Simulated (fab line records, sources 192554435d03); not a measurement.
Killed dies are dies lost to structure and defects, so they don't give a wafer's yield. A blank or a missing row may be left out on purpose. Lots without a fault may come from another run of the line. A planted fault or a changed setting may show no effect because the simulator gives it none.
fab line records | flow n5_finfet
record lots=5 wafers=15 last_day=17
route steps=1938 shown SD_EPI_N@276 SD_EPI_P@295 SD_ACTIVATION@332 MOL_CONTACT_COAG@537 BEOL_M4@1111
lots that met no fault: from a run of the same line without faults
start_h: hours from the record's first day to the start of the lot's first wafer shown | wait_h: hours since the lot's step before | " the same as in the row above | L1.1+2: a row that stands for several wafers | - no value, or no start given | * or withheld: withheld | < > ~ a bound
route shown NAME@n: a module of which the file shows steps, and the number in the route of the first | usual: mean/standard deviation of fault-free wafers | same: alike in all rows | chamber/n: place in a boat | sites: the reading at each site | _std_site: their standard deviation | _edge_site: outer sites' mean less inner sites' | radius_mm: how far each site lies from the wafer's centre | mask NAME#n: copy n | behind: the tool/chamber that last shaped the wafer | hold: why the lot was held/for how many hours/how that ended | device: the transistor (n, p or np) that didn't switch | end of line: the same wafers' tests at the end of the route | a step without rows: its recipe alone | killed: dies lost to structure and defects at the first sort, not the wafer's yield | map: a wafer's dies, x killed, . not, _ none there
set.NAME: the setting as run; set.NAME@STEP: as run at that earlier step | model.NAME: the simulator's own value behind a step, which no gauge read
lots at some steps of the route; a table a step, a row a wafer
services: from which hour (start_h, from the record's first day; less than 0 if before it) a tool's chamber was out of use, for how many hours, and why
## steps
# step N5_SD_EPI_N_STRIP_36
# recipe chemistry=N2/H2 temp_c=40 n2_flow_sccm=200 h2_flow_sccm=200 rf_frequency_hz=6e+07
# step N5_SD_EPI_N_ETCHBACK_44
# recipe chemistry=CH3F/O2 mode=anisotropic_etchback target=SiNx target_depth_a=145 stop_on=SiO2 over_etch_frac=0.3 ion_energy_ev=120 pressure_mtorr=30 source_w=395 bias_w=73 Ar_flow_sccm=150 CH3F_flow_sccm=30 O2_flow_sccm=20
# step N5_SD_EPI_N_ETCH_45
# recipe chemistry=CH3F/O2 target=SiOCN target_depth_a=60 mask_material=SOC ion_energy_ev=60 bias_w=29 pressure_mtorr=15 source_w=410 Ar_flow_sccm=150 CH3F_flow_sccm=30 O2_flow_sccm=20
# step N5_SD_EPI_N_ETCH_16
# recipe chemistry=CHF3/O2 target=SiO2 target_depth_a=50 mask_material=SOC pressure_mtorr=30 source_w=650 bias_w=170 Ar_flow_sccm=200 CHF3_flow_sccm=50 O2_flow_sccm=5 ion_energy_ev=200
# step N5_SD_EPI_N_STRIP_47
# recipe chemistry=CHF3/O2 resist=SiARC rf_frequency_hz=6e+07
# step N5_SD_EPI_N_SD_RECESS_17
# recipe chemistry=HBr/Cl2/O2 target_depth_a=410 mask_material=SOC time_s=23.7 bt_time_s=3 pressure_mtorr=10 icp_w=800 bias_w=112 HBr_flow_sccm=150 Cl2_flow_sccm=80 O2_flow_sccm=12
# step N5_SD_EPI_N_STRIP_38
# recipe chemistry=N2/H2 power_w=1000 temp_c=250 h2_frac=0.65 overash_fraction=0.3 pressure_mtorr=withheld n2_flow_sccm=1750 h2_flow_sccm=3250
# step N5_SD_EPI_N_WET_ETCH_43
# recipe chemistry=dHF dilution=withheld time_s=14 target=SiO2 target_depth_a=15 temp_c=25
# step N5_SD_EPI_N_STRIP_18
# recipe chemistry=SPM time_s=750 temp_c=130 h2so4_h2o2_vol_ratio=4
# step N5_SD_EPI_N_SRD_20
# recipe dry=ipa_marangoni do_ppb=5 time_s=30 temp_c=23 rinse_liquid=diw
# step N5_SD_EPI_N_PRECLEAN_48
# recipe chemistry=NF3:NH3 afs_cycles=2 temp_c=30 time_s=20 sublimation_temp_c=180 sublimation_time_s=60 pressure_torr=3 rf_power_w=30
# step N5_SD_EPI_N_VAPOR_ETCH_50
# recipe chemistry=HCl target=Si temp_c=775 time_s=54 pressure_torr=20 mode=isotropic
# step N5_SD_EPI_N_EPI_21
# recipe material=Si:P dopant=P temp_c=680 pressure_torr=255 time_s=690
# usual susceptor_temp_C=680.0/0.31 susceptor_temp_C_max=681.9/0.65
# columns lot.wafer tool chamber start_h wait_h susceptor_temp_C susceptor_temp_C_max model.Si-P_of_SD_EPI_N_EPI_21.thk_nm
L932.1 epi_rpcvd-03 0 104.66 0.1 679.8 681.5 58.4
L932.2 " 0 " " 679.8 681.7 59
L932.3 " 0 " " 679.9 681.8 59
L935.1 epi_rpcvd-03 0 126.21 0.1 663.0 665.7 41.2
L935.3 " 0 " " 662.9 665.0 41.6
L935.5 " 0 " " 663.1 665.2 41
L937.2 epi_rpcvd-03 0 137.46 0.4 663.9 665.6 41
L937.3 " 0 " " 663.7 665.3 41.4
L937.4 " 0 " " 663.4 665.4 41
L939.1 epi_rpcvd-03 0 148.33 0.2 663.4 665.6 40.6
L939.3 " 0 " " 663.3 665.9 41
L939.4 " 0 " " 663.6 665.6 40.6
L943.1 epi_rpcvd-02 0 170.12 0.1 679.8 682.0 59.6
L943.4 " 0 " " 679.6 681.2 59.8
L943.6 " 0 " " 680.1 682.7 60.6
# step N5_SD_EPI_N_EPI_MEAS_23
# recipe mode=xrd
# usual thk_nm=58.7/1.2
# columns lot.wafer tool chamber start_h wait_h thk_nm
L932.1 film_metro-02 - 106.38 1.4 58.3
L932.2 " - " " 59.5
L932.3 " - " " 58.8
L935.1 film_metro-02 - 127.92 1.4 41.0
L935.3 " - " " 41.4
L935.5 " - " " 41.4
L937.2 film_metro-02 - 138.90 1.2 40.1
L937.3 " - " " 40.2
L937.4 " - " " 40.7
L939.1 film_metro-02 - 150.60 1.9 40.2
L939.3 " - " " 41.3
L939.4 " - " " 41.6
L943.1 film_metro-02 - 171.83 1.4 59.0
L943.4 " - " " 60.4
L943.6 " - " " 60.3
# step N5_SD_EPI_N_PRECLEAN_24
# recipe chemistry=O3/DIW time_s=60 temp_c=22 o3_ppm=10
# step N5_SD_EPI_N_SRD_25
# recipe time_s=30 temp_c=23 rinse_liquid=diw dry=ipa_marangoni
# step N5_SD_EPI_N_PRECLEAN_49
# recipe chemistry=NF3:NH3 afs_cycles=1 temp_c=30 time_s=20 sublimation_temp_c=180 sublimation_time_s=60 pressure_torr=3 rf_power_w=30
# step N5_SD_EPI_N_LINER_46
# recipe material=SiNx target_thk_a=30 temp_c=400 ald_precursor_family=SiH2I2 ald_co_reactant=N2/H2-plasma pressure_torr=2
# step N5_SD_EPI_P_COAT_34
# recipe resist=SOC temp_c=250 time_s=60 spin_rpm=1500 resist_thk_nm=350
# step N5_SD_EPI_P_COAT_35
# recipe resist=SiARC temp_c=220 time_s=60 spin_rpm=1500 resist_thk_nm=35
# step N5_SD_EPI_P_COAT_03
# recipe resist=CAR-ArF-block spin_rpm=1500 resist_thk_nm=150
# step N5_SD_EPI_P_EBR_05
# recipe solvent=PGMEA ebr_width_mm=1.5
# step N5_SD_EPI_P_SOFTBAKE_04
# recipe temp_c=110 time_s=60 resist=CAR-ArF-block
# step N5_SD_EPI_P_EXPOSE_06
# recipe mask_id=SD_P_BLK na=1.35 source_shape=conventional sigma_outer=0.8 polarization=unpolarized target_cd_nm=240 dose_mj=39.5
# step N5_SD_EPI_P_PEB_07
# recipe peb_temp_c=110 peb_time_s=60 resist=CAR-ArF-block
# step N5_SD_EPI_P_DEVELOP_08
# recipe develop_time_s=30 developer=TMAH resist=CAR-ArF-block dev_temp_c=23 rinse_liquid=diw dry=air_spin
# step N5_SD_EPI_P_DESCUM_14
# recipe chemistry=O2 time_s=7.9 source_power_w=50 bias_power_w=20 pressure_mtorr=20 rf_frequency_hz=2.712e+07 temp_c=40 resist=CAR-ArF-block o2_flow_sccm=225
# step N5_SD_EPI_P_ETCH_36
# recipe chemistry=CF4 target=SiARC target_depth_a=455 mask_material=CAR-ArF-block time_s=75.8 ion_energy_ev=80 pressure_mtorr=40 source_w=545 bias_w=36 Ar_flow_sccm=100 cf4_flow_sccm=100 ends=cleared
# step N5_SD_EPI_P_ETCH_37
# recipe chemistry=N2/H2 target=SOC overetch_a=1080 mask_material=SiARC temp_c=40 ion_energy_ev=100 source_w=3000 bias_w=133 pressure_mtorr=20 time_s=486 n2_flow_sccm=200 h2_flow_sccm=200 ends=end_point
# step N5_SD_EPI_P_STRIP_38
# recipe chemistry=N2/H2 temp_c=40 n2_flow_sccm=200 h2_flow_sccm=200 rf_frequency_hz=6e+07
# step N5_SD_EPI_P_ETCHBACK_46
# recipe chemistry=CH3F/O2 mode=anisotropic_etchback target=SiNx target_depth_a=175 stop_on=SiO2 over_etch_frac=0.3 ion_energy_ev=120 pressure_mtorr=30 source_w=395 bias_w=73 Ar_flow_sccm=150 CH3F_flow_sccm=30 O2_flow_sccm=20
# step N5_SD_EPI_P_ETCH_47
# recipe chemistry=CH3F/O2 target=SiOCN target_depth_a=250 mask_material=SOC ion_energy_ev=60 bias_w=29 pressure_mtorr=30 source_w=410 Ar_flow_sccm=150 CH3F_flow_sccm=30 O2_flow_sccm=20
# step N5_SD_EPI_P_ETCH_16
# recipe chemistry=CHF3/O2 target=SiO2 target_depth_a=50 mask_material=SOC pressure_mtorr=30 source_w=650 bias_w=170 Ar_flow_sccm=200 CHF3_flow_sccm=50 O2_flow_sccm=5 ion_energy_ev=200
# step N5_SD_EPI_P_STRIP_50
# recipe chemistry=CHF3/O2 resist=SiARC rf_frequency_hz=6e+07
# step N5_SD_EPI_P_SD_RECESS_17
# recipe chemistry=HBr/Cl2/O2 target_depth_a=391 bt_time_s=3 pressure_mtorr=10 icp_w=800 bias_w=112 HBr_flow_sccm=150 Cl2_flow_sccm=80 O2_flow_sccm=12
# step N5_SD_EPI_P_WET_ETCH_45
# recipe chemistry=dHF dilution=withheld time_s=10.7 target=SiO2 target_depth_a=20 temp_c=25 dry=ipa_marangoni rinse_time_s=30 rinse_temp_c=23
# step N5_SD_EPI_P_STRIP_40
# recipe chemistry=N2/H2 power_w=1000 temp_c=250 h2_frac=0.65 overash_fraction=0.3 pressure_mtorr=withheld n2_flow_sccm=1750 h2_flow_sccm=3250
# step N5_SD_EPI_P_PRECLEAN_52
# recipe chemistry=O3/DIW time_s=60 temp_c=22 o3_ppm=10
# step N5_SD_ACTIVATION_RS_MEAS_03
# recipe thk_meas_gauge=four-point-probe
# usual RS_SD_N=21.95/0.3 RS_SD_P=55.8/0.84
# columns lot.wafer tool chamber start_h wait_h RS_SD_N[ohm/sq] RS_SD_P[ohm/sq]
L932.1 film_metro-01 - 111.73 0.2 21.82 56.1
L932.2 " - " " 22.07 56.0
L932.3 " - " " 21.98 56.4
L935.1 film_metro-02 - 133.12 0.2 30.93 56.4
L935.3 " - " " 30.48 56.9
L935.5 " - " " 30.78 55.5
L937.2 film_metro-02 - 144.13 0.2 31.12 54.8
L937.3 " - " " 30.50 54.8
L937.4 " - " " 30.80 54.7
L939.1 film_metro-02 - 155.81 0.2 31.16 55.6
L939.3 " - " " 31.04 55.7
L939.4 " - " " 31.23 55.9
L943.1 film_metro-02 - 177.90 0.2 21.75 57.1
L943.4 " - " " 21.43 56.6
L943.6 " - " " 21.23 56.1
# step N5_MOL_CONTACT_COAG_ETCH_15
# recipe chemistry=CH3F/O2 target=SiNx target_depth_a=70 mask_material=SOC stop_on=Si:P over_etch_frac=0.75 ion_energy_ev=120 pressure_mtorr=30 source_w=395 bias_w=73 Ar_flow_sccm=150 CH3F_flow_sccm=30 O2_flow_sccm=20
# usual drypump_motor_current_A=5.7/0.44 oes_product_au=0.62/0.056 rf_vpp_V=298/6.9 showerhead_plenum_p_Torr=2.04/0.059 throttle_valve_pct=16.23/0.27
# columns lot.wafer tool chamber start_h wait_h drypump_motor_current_A oes_product_au rf_hours_counter_h rf_vpp_V showerhead_plenum_p_Torr throttle_valve_pct model.Si-P_of_SD_EPI_N_EPI_21.thk_nm
L932.1 rie_diel-02 1 140.27 0.0 5.7 0.51 243 304 2.05 16.35 57.6
L932.2 " 2 " " 5.6 0.50 234 298 1.97 16.46 58
L932.3 " 3 " " 4.9 0.61 71 294 2.04 16.01 58.2
L935.1 rie_diel-03 1 162.49 0.0 5.6 0.67 14 289 2.12 16.04 40.6
L935.3 " 3 " " 5.7 0.62 49 313 2.03 16.09 41
L935.5 " 0 " " 6.1 0.61 - 293 2.03 16.64 40.4
L937.2 rie_diel-06 3 175.92 0.0 5.8 0.61 71 299 2.11 16.11 40.4
L937.3 " 2 " " 5.1 0.63 33 298 2.04 15.89 40.8
L937.4 " 0 " " 6.1 0.62 53 307 2.11 15.86 40.6
L939.1 rie_diel-03 3 185.70 0.0 5.6 0.61 56 312 2.03 16.09 40
L939.3 " 2 " " 5.5 0.65 39 290 2.11 16.39 40.4
L939.4 " 0 " " 6.2 0.61 99 293 2.02 16.65 40
L943.1 rie_diel-03 2 206.53 0.0 5.5 0.64 46 290 2.11 16.41 58.8
L943.4 " 2 " " 5.5 0.64 - 290 2.11 16.40 59
L943.6 " 0 " " 6.2 0.59 - 293 2.02 16.68 59.8
# step N5_BEOL_M4_RC_MEAS_101
# usual DIBL_N=36.3/1.6 DIBL_P=36.2/2 IOFF_N=0.160/0.028 IOFF_P=0.21/0.036 ION_N=677/11 ION_P=465/6.9 REXT_N=75.2/1.6 RS_SD_N=28.4/0.4 SS_N=71.5/0.55 SS_P=73.3/0.64 VT_N=250/3 VT_P=-250/3.5
# columns lot.wafer tool chamber start_h wait_h DIBL_N[mV/V] DIBL_P[mV/V] IOFF_N[nA/um] IOFF_P[nA/um] ION_N[uA/um] ION_P[uA/um] REXT_N[ohm.um] RS_SD_N[ohm/sq] SS_N[mV/dec] SS_P[mV/dec] VT_N[mV] VT_P[mV]
L932.1 prober-01 0 230.68 0.0 36.1 37.4 0.149 0.25 661 461 73.6 28.5 72.0 73.7 252 -247
L932.2 " 0 " " 36.0 36.1 0.145 0.22 676 469 71.7 28.3 71.0 72.5 251 -249
L932.3 " 0 " " 39.1 41.1 0.211 0.32 675 471 73.6 28.3 72.6 74.5 245 -241
L935.1 prober-02 0 240.26 0.0 36.8 33.1 0.129 0.17 660 462 83.0 40.2 71.8 73.1 255 -255
L935.3 " 0 " " 37.7 33.7 0.143 0.18 654 455 82.3 39.7 72.4 73.3 254 -254
L935.5 " 0 " " 38.2 34.1 0.131 0.18 652 459 83.5 40.3 72.3 73.2 257 -254
L937.2 prober-01 0 245.80 0.2 39.9 38.5 0.222 0.24 675 461 83.7 40.5 72.3 74.4 248 -250
L937.3 " 0 " " 38.1 37.2 0.181 0.22 671 465 83.5 39.4 71.3 73.4 249 -252
L937.4 " 0 " " 40.8 39.3 0.225 0.25 672 467 83.1 40.0 72.5 74.9 247 -249
L939.1 prober-01 0 277.38 0.0 35.3 34.1 0.118 0.17 650 459 85.2 40.3 71.3 73.0 258 -255
L939.3 " 0 " " 35.4 33.9 0.117 0.17 654 462 84.9 40.1 71.3 72.3 254 -250
L939.4 " 0 " " 35.4 34.6 0.123 0.18 655 459 87.0 40.6 71.5 72.8 255 -252
L943.1 prober-01 0 300.08 0.0 34.1 33.0 0.138 0.19 678 467 77.4 28.1 70.6 73.1 250 -252
L943.4 " 0 " " 34.9 32.7 0.140 0.18 689 464 75.6 27.8 71.3 73.0 252 -251
L943.6 " 0 " " 36.4 35.2 0.176 0.21 700 466 74.4 27.6 71.7 73.6 249 -250
## services
# columns tool chamber start_h hours kind
rie_diel-02 - 84.41 2.8 pm
rie_diel-06 1 86.68 6.4 repair
rie_diel-06 3 86.70 63.1 repair
rie_diel-06 2 88.79 6.8 repair
rie_diel-06 - 92.52 4.2 repair
rie_diel-03 1 96.15 - clean
rie_diel-03 1 96.15 - consumable_replace:focus_ring
rie_diel-03 1 96.15 - consumable_replace:showerhead
rie_diel-03 1 96.15 24.7 scheduled_down
rie_diel-03 1 96.15 24.7 vent_cycle
epi_rpcvd-02 - 171.80 14.6 pm
rie_diel-02 2 177.14 9.3 repair
epi_rpcvd-03 - 178.45 0.8 repair
rie_diel-02 1 178.63 14.1 repair
rie_diel-03 1 186.86 6.5 repair
rie_diel-02 1 193.11 - clean
rie_diel-02 1 193.11 - consumable_replace:focus_ring
rie_diel-02 1 193.11 25.0 scheduled_down
rie_diel-02 1 193.11 25.0 vent_cycle
rie_diel-03 1 202.38 5.7 repair
## key
first_sign step=N5_SD_EPI_N_EPI_21 reading=susceptor_temp_C direction=down sigmas=53 usual=* struck=*
effect step=N5_SD_EPI_N_EPI_21 reading=susceptor_temp_C_max direction=down sigmas=25 usual=* struck=*
effect step=N5_SD_EPI_N_EPI_MEAS_23 reading=thk_nm direction=down sigmas=15 usual=* struck=*
effect step=N5_SD_ACTIVATION_RS_MEAS_03 reading=RS_SD_N direction=up sigmas=30 usual=21.95 struck=30.89
effect step=N5_BEOL_M4_RC_MEAS_101 reading=RS_SD_N direction=up sigmas=29 usual=28.4 struck=40.1
effect step=N5_BEOL_M4_RC_MEAS_101 reading=REXT_N direction=up sigmas=5.5 usual=75.2 struck=84.0
effect step=N5_BEOL_M4_RC_MEAS_101 reading=ION_N direction=down sigmas=1.6 usual=677 struck=660
model_effect step=N5_SD_EPI_N_EPI_21 value=Si-P_of_SD_EPI_N_EPI_21.thk_nm without=58.29 struck=41.04
model_effect step=N5_MOL_CONTACT_COAG_ETCH_15 value=Si-P_of_SD_EPI_N_EPI_21.thk_nm without=57.57 struck=40.53
met_at N5_SD_EPI_N_EPI_21
struck_wafers L935.1,L935.3,L935.5,L937.2,L937.3,L937.4,L939.1,L939.3,L939.4
rows_end L935.1,L935.3,L935.5,L937.2,L937.3,L937.4,L939.1,L939.3,L939.4
onset_between 104.66 126.21
fault kind=process_parameter_drift tool=epi_rpcvd-03 chamber=- onset_h=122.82 steps=N5_SD_EPI_N_EPI_21 channel=temp_c offset=* shape=step acts_in=* stated=*
# rows_end: these wafers met a further fault down the route, and their rows from its step on are left out
